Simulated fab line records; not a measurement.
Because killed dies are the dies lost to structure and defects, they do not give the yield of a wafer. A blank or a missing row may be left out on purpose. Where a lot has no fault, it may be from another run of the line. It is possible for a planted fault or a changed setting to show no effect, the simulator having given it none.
Which of the tools did it?	flow nand harc	72 wafers from 24 lots sampled at 6 of the route's 1302 steps

## WHAT THE GAUGES SHOWED, per wafer
NHARC_A_ONON_D1_THK_MEAS_21: measures by ellipsometry. Usual: thk nm at 1000 nm, with a standard deviation of 8.3.
lot	measured	on	thk nm (nm)	flag
L074	day 8 03:57	film metro-01	990 989 992	
L075	day 8 13:52	film metro-01	1003 1004 1003	
L076	day 8 22:28	film metro-01	986 986 986	
L077	day 9 15:41	film metro-01	999 999 1000	
L078	day 9 15:43	film metro-02	1007 1006 1007	
L079	day 10 03:27	film metro-02	1023 1022 1024	
L080	day 10 21:12	film metro-01	985 986 987	
L081	day 11 03:38	film metro-01	992 995 993	
L082	day 11 15:29	film metro-01	997 998 998	
L083	day 12 07:53	film metro-02	1004 1005 1005	
L084	day 12 08:06	film metro-02	997 995 996	
L085	day 12 21:22	film metro-02	1003 1005 1005	
L086	day 13 02:43	film metro-01	1003 1003 1001	
L087	day 13 07:56	film metro-01	1007 1006 1005	
L088	day 14 09:33	film metro-01	1004 1001 1000	
L089	day 14 09:33	film metro-02	1007 1007 1008	
L090	day 15 10:34	film metro-02	991 990 990	
L091	day 15 10:35	film metro-01	1002 1003 1003	
L093	day 16 00:13	film metro-01	989 993 992	
L092	day 16 00:14	film metro-01	998 998 1001	
L094	day 16 16:05	film metro-01	1009 1010 1007	
L095	day 17 04:40	film metro-01	1007 1007 1009	
L096	day 17 08:43	film metro-02	997 997 997	
L097	day 17 08:43	film metro-01	994 992 994	

NHARC_A_CHANNEL_FILL_D1_INSPECT_13. Usual: raw defect count at 273, with a standard deviation of 110.
lot	measured	on	raw defect count	flag
L074	day 10 16:34	defect inspect-02	217 302 258	
L075	day 11 04:23	defect inspect-01	217 267 258	
L076	day 11 12:57	defect inspect-02	401 188 216	
L077	day 12 03:50	defect inspect-02	458 353 319	
L078	day 12 03:50	defect inspect-01	160 117 190	
L079	day 13 05:11	defect inspect-01	203 262 315	
L080	day 13 17:02	defect inspect-01	248 238 262	
L081	day 13 17:02	defect inspect-02	408 319 532	
L082	day 14 04:46	defect inspect-01	450 409 373	
L083	day 15 03:20	defect inspect-01	444 295 178	
L084	day 15 03:20	defect inspect-02	156 161 136	
L085	day 15 11:06	defect inspect-01	137 238 194	
L086	day 15 16:23	defect inspect-01	113 169 118	
L087	day 15 20:16	defect inspect-02	344 312 285	
L088	day 16 23:29	defect inspect-02	716 475 354	
L089	day 16 23:28	defect inspect-02	465 329 351	
L090	day 17 22:41	defect inspect-01	354 345 193	
L091	day 17 22:41	defect inspect-02	168 259 156	
L093	day 18 14:37	defect inspect-02	239 165 292	
L092	day 18 14:37	defect inspect-01	109 244 327	
L094	day 19 09:32	defect inspect-02	204 210 181	
L095	day 19 23:08	defect inspect-01	334 361 288	
L096	day 19 23:07	defect inspect-02	207 265 190	
L097	day 20 03:10	defect inspect-02	285 264 312	

NHARC_A_ONON_D2_THK_MEAS_05: measures by ellipsometry. Usual: thk nm at 1001 nm, with a standard deviation of 6.4.
lot	measured	on	thk nm (nm)	flag
L074	day 12 03:05	film metro-02	996 996 997	
L075	day 12 15:17	film metro-01	1016 1017 1016	
L076	day 13 00:50	film metro-01	1008 1007 1008	
L077	day 13 12:17	film metro-02	995 996 995	
L078	day 13 12:13	film metro-02	1001 1001 1002	
L079	day 14 17:29	film metro-01	1003 1003 1001	
L080	day 15 03:31	film metro-02	999 998 1000	
L081	day 15 03:31	film metro-01	1004 1005 1004	
L082	day 15 16:49	film metro-02	1004 1005 1005	
L083	day 16 14:28	film metro-01	997 1000 997	
L084	day 16 14:28	film metro-01	1000 999 998	
L085	day 16 20:17	film metro-01	992 994 992	
L086	day 17 05:22	film metro-02	998 1000 999	
L087	day 17 07:17	film metro-01	1002 1002 1000	
L088	day 18 09:15	film metro-01	992 993 991	
L089	day 18 09:19	film metro-02	992 990 990	
L090	day 19 10:05	film metro-02	992 993 991	
L091	day 19 10:05	film metro-01	996 994 994	
L093	day 20 01:53	film metro-01	1008 1007 1007	
L092	day 20 01:48	film metro-02	1003 1004 1000	
L094	day 20 19:38	film metro-02	1006 1007 1005	
L095	day 21 08:32	film metro-01	1012 1013 1011	
L096	day 21 08:32	film metro-02	1008 1008 1008	
L097	day 21 20:12	film metro-01	1002 1004 1003	

## EACH LOT AND THE TOOL THAT RAN IT (in order: tool; ch and the chambers of the sampled wafers; start)
lot	NHARC_A_CHANNEL_HOLE_D1_ETCH_20	NHARC_A_CHANNEL_FILL_D1_STRIP_28	NHARC_A_DECK1_JOINT_ETCHBACK_00
L074	har etch-02 ch 0,1, day 8 10:34	rie diel-11 ch 2,3, day 9 17:10	rie si-05 ch 1,2, day 11 03:06
L075	har etch-02 ch 0,1, day 8 20:22	rie diel-11 ch 0,1,3, day 10 04:37	rie si-03 ch 0,3, day 11 15:07
L076	har etch-02 ch 0, day 9 04:57	rie diel-07 ch 1,2,3, day 10 12:01	rie si-05 ch 0,2, day 11 23:31
L077	har etch-02 ch 0,1, day 9 22:13	rie diel-07 ch 0,1,3, day 11 04:21	rie si-03 ch 1,2, day 12 14:35
L078	har etch-01 ch 0,1, day 9 22:56	rie diel-09 ch 1,2,3, day 11 04:20	rie si-05 ch 1,2, day 12 14:34
L079	har etch-02 ch 1, day 10 15:16	rie diel-07 ch 2,3, day 12 04:51	rie si-02 ch 0,1,3, day 13 15:44
L080	har etch-02 ch 1, day 11 07:13	rie diel-09 ch 1,3, day 12 17:26	rie si-05 ch 0,1,2, day 14 03:39
L081	har etch-01 ch 0,1, day 11 12:02	rie diel-07 ch 1,2,3, day 12 17:26	rie si-03 ch 0,2,3, day 14 03:39
L082	har etch-01 ch 0,1, day 11 21:48	rie diel-07 ch 1,2,3, day 13 05:07	rie si-03 ch 1,2,3, day 14 15:21
L083	har etch-01 ch 0,1, day 12 16:51	rie diel-11 ch 0,2,3, day 14 03:38	rie si-03 ch 1,2,3, day 15 13:52
L084	har etch-01 ch 0,1, day 12 21:02	rie diel-09 ch 0,1,2, day 14 03:38	rie si-02 ch 0,2,3, day 15 13:53
L085	har etch-01 ch 0,1, day 13 05:02	rie diel-07 ch 0,1,3, day 14 11:34	rie si-03 ch 0,1,3, day 15 21:39
L086	har etch-01 ch 0,1, day 13 09:30	rie diel-11 ch 1,2,3, day 14 15:26	rie si-03 ch 0,1,3, day 16 03:10
L087	har etch-02 ch 0,1, day 13 14:24	rie diel-11 ch 0,2,3, day 14 20:37	rie si-05 ch 1,2,3, day 16 06:59
L088	har etch-02 ch 0,1, day 14 16:08	rie diel-11 ch 1,2,3, day 16 00:01	rie si-02 ch 0,1,3, day 17 10:32
L089	har etch-01 ch 0,1, day 14 17:52	rie diel-09 ch 0,1,2, day 16 00:01	rie si-05 ch 0,2,3, day 17 10:32
L090	har etch-01 ch 0,1, day 15 17:11	rie diel-11 ch 2,3, day 16 23:06	rie si-02 ch 0,1, day 18 09:14
L091	har etch-02 ch 0,1, day 15 16:53	rie diel-09 ch 0,2,3, day 16 23:07	rie si-05 ch 1,2,3, day 18 09:14
L093	har etch-02 ch 0, day 16 09:05	rie diel-07 ch 0,2,3, day 17 14:43	rie si-02 ch 0,3, day 19 01:19
L092	har etch-01 ch 0, day 16 07:24	rie diel-09 ch 0,2,3, day 17 14:42	rie si-05 ch 2,3, day 19 01:19
L094	har etch-01 ch 0,1, day 17 00:11	rie diel-09 ch 0,1,2, day 18 09:29	rie si-03 ch 2,3, day 19 20:19
L095	har etch-01 ch 0,1, day 17 17:46	rie diel-09 ch 0,1, day 18 23:44	rie si-02 ch 2,3, day 20 09:54
L096	har etch-02 ch 0,1, day 17 19:01	rie diel-11 ch 0,2, day 18 23:45	rie si-03 ch 1,2,3, day 20 09:53
L097	har etch-01 ch 0,1, day 17 22:03	rie diel-09 ch 0,2,3, day 19 03:43	rie si-03 ch 0,1,2, day 20 14:52
- NHARC_A_CHANNEL_HOLE_D1_ETCH_20: etches the open film in C4F8/O2/Ar, time 361.9 s, target depth 1600 nm.
- NHARC_A_CHANNEL_FILL_D1_STRIP_28: strips in O2, time 20 s.
- NHARC_A_DECK1_JOINT_ETCHBACK_00: etches the open film in HBr, target depth 30 nm, time 17.4 s.

## WHAT THE TOOLS THEMSELVES READ (means of the sampled wafers that have a number; where no wafer has one, the mark that the record gives instead)
NHARC_A_CHANNEL_HOLE_D1_ETCH_20. Usual: drypump motor current A 5.6 A, standard deviation 0.36; o2 flow sccm 35.69 sccm, standard deviation 0.1; showerhead plenum p Torr 3.64 Torr, standard deviation 0.13; throttle valve pct 32.155 %, standard deviation 0.0093.
lot	tool	drypump motor current A (A)	o2 flow sccm (sccm)	showerhead plenum p Torr (Torr)	throttle valve pct (%)	flag
L074	har etch-02	5.7	35.79	3.51	32.155	
L075	har etch-02	5.7	35.59	3.51	32.154	
L076	har etch-02	5.7	35.79	3.69	32.154	
L077	har etch-02	5.7	35.68	3.50	32.149	
L078	har etch-01	5.8	35.79	3.66	32.161	
L079	har etch-02	5.7	35.69	3.40	32.145	
L080	har etch-02	5.7	35.54	3.40	32.156	
L081	har etch-01	5.8	35.72	3.65	32.147	
L082	har etch-01	5.4	35.58	3.68	32.147	
L083	har etch-01	5.4	35.75	3.67	32.161	
L084	har etch-01	5.4	35.65	3.67	32.155	
L085	har etch-01	5.4	35.72	3.67	32.151	
L086	har etch-01	5.8	35.76	3.63	32.155	
L087	har etch-02	5.7	35.72	3.75	32.155	
L088	har etch-02	5.7	35.73	3.74	32.148	
L089	har etch-01	5.7	35.72	3.62	32.165	
L090	har etch-01	5.4	35.67	3.65	32.159	
L091	har etch-02	5.7	35.79	3.82	32.154	
L093	har etch-02	5.7	35.72	3.64	32.153	
L092	har etch-01	6.1	35.79	3.58	32.160	
L094	har etch-01	5.7	35.59	3.61	32.154	
L095	har etch-01	5.4	35.72	3.63	32.161	
L096	har etch-02	5.7	35.68	3.72	32.156	
L097	har etch-01	5.4	35.70	3.63	32.158	

NHARC_A_CHANNEL_FILL_D1_STRIP_28. Usual: drypump motor current A 5.6 A, standard deviation 0.41; o2 flow sccm 500.2 sccm, standard deviation 1.7; oes product au 0.997 a.u., standard deviation 0.015; rf vpp V 57.8 V, standard deviation 0.9; showerhead plenum p Torr 3.55 Torr, standard deviation 0.15; throttle valve pct 17.037 %, standard deviation 0.0091.
lot	tool	drypump motor current A (A)	o2 flow sccm (sccm)	oes product au (a.u.)	rf vpp V (V)	showerhead plenum p Torr (Torr)	throttle valve pct (%)	flag
L074	rie diel-11	6.1	499.7	0.998	58.0	3.57	17.042	
L075	rie diel-11	5.6	500.1	1.013	57.3	3.49	17.044	
L076	rie diel-07	5.5	499.2	0.995	58.3	3.49	17.037	
L077	rie diel-07	5.7	500.5	0.982	57.3	3.54	17.032	
L078	rie diel-09	5.6	501.0	0.989	58.0	3.74	17.040	
L079	rie diel-07	5.7	501.3	0.997	57.6	3.35	17.036	
L080	rie diel-09	5.8	501.5	1.004	58.0	3.71	17.033	
L081	rie diel-07	5.5	500.1	1.001	57.3	3.49	17.034	
L082	rie diel-07	5.5	499.9	1.003	57.8	3.49	17.035	
L083	rie diel-11	5.8	499.4	1.006	57.8	3.47	17.041	
L084	rie diel-09	5.5	500.3	0.979	58.1	3.67	17.029	
L085	rie diel-07	5.7	498.4	0.985	58.5	3.54	17.046	
L086	rie diel-11	5.8	501.1	1.010	57.6	3.54	17.038	
L087	rie diel-11	5.8	498.8	1.005	58.1	3.47	17.031	
L088	rie diel-11	5.8	499.4	1.000	57.4	3.53	17.043	
L089	rie diel-09	5.5	500.6	1.008	58.3	3.66	17.036	
L090	rie diel-11	5.9	500.2	1.009	58.0	3.52	17.033	
L091	rie diel-09	5.4	499.7	0.998	58.0	3.70	17.037	
L093	rie diel-07	5.9	500.8	0.984	57.2	3.40	17.033	
L092	rie diel-09	5.4	499.8	0.992	58.3	3.70	17.037	
L094	rie diel-09	5.5	499.4	1.013	58.1	3.66	17.033	
L095	rie diel-09	5.5	500.1	0.989	56.9	3.59	17.051	
L096	rie diel-11	5.5	499.0	0.998	57.4	3.38	17.031	
L097	rie diel-09	5.4	500.0	0.992	57.9	3.70	17.044	

NHARC_A_DECK1_JOINT_ETCHBACK_00. Usual: drypump motor current A 5.8 A, standard deviation 0.38; oes product au 0.999 a.u., standard deviation 0.014; throttle valve pct 23.266 %, standard deviation 0.0091.
lot	tool	drypump motor current A (A)	oes product au (a.u.)	throttle valve pct (%)	flag
L074	rie si-05	6.4	0.985	23.275	
L075	rie si-03	5.5	0.992	23.272	
L076	rie si-05	6.4	0.989	23.269	
L077	rie si-03	5.5	0.995	23.270	
L078	rie si-05	6.4	1.002	23.261	
L079	rie si-02	5.9	0.987	23.270	
L080	rie si-05	6.3	0.990	23.276	
L081	rie si-03	5.4	0.999	23.263	
L082	rie si-03	5.5	1.002	23.266	
L083	rie si-03	5.4	1.006	23.272	
L084	rie si-02	6.0	1.008	23.269	
L085	rie si-03	5.5	1.015	23.267	
L086	rie si-03	5.5	1.004	23.274	
L087	rie si-05	6.3	1.011	23.274	
L088	rie si-02	5.9	1.001	23.259	
L089	rie si-05	6.2	0.994	23.272	
L090	rie si-02	5.7	0.999	23.258	
L091	rie si-05	6.3	1.003	23.266	
L093	rie si-02	6.1	0.990	23.262	
L092	rie si-05	6.2	1.005	23.265	
L094	rie si-03	5.3	0.996	23.258	
L095	rie si-02	6.0	1.003	23.253	
L096	rie si-03	5.4	0.999	23.264	
L097	rie si-03	5.5	0.995	23.259	

## THE ANSWER, worked out from the rows above alone
Rule: a lot counts as off when the mean over its wafers that have a number is more than 3 standard deviations away from the usual mean. A lot without any number at a reading at which 4 lots or more have one is off too. The other lots that the step has rows for count as sound. Order of review: gauges by route order, followed by the tools' own readings, for which a lot's mean as printed above is used. The first step at which some lot is off is used, and at that step the reading that is off furthest; a lot without a number counts as furthest.
Across all readings shown, no lot is off: no conclusion can be drawn from this.

## WHAT THE SIMULATOR PUT IN
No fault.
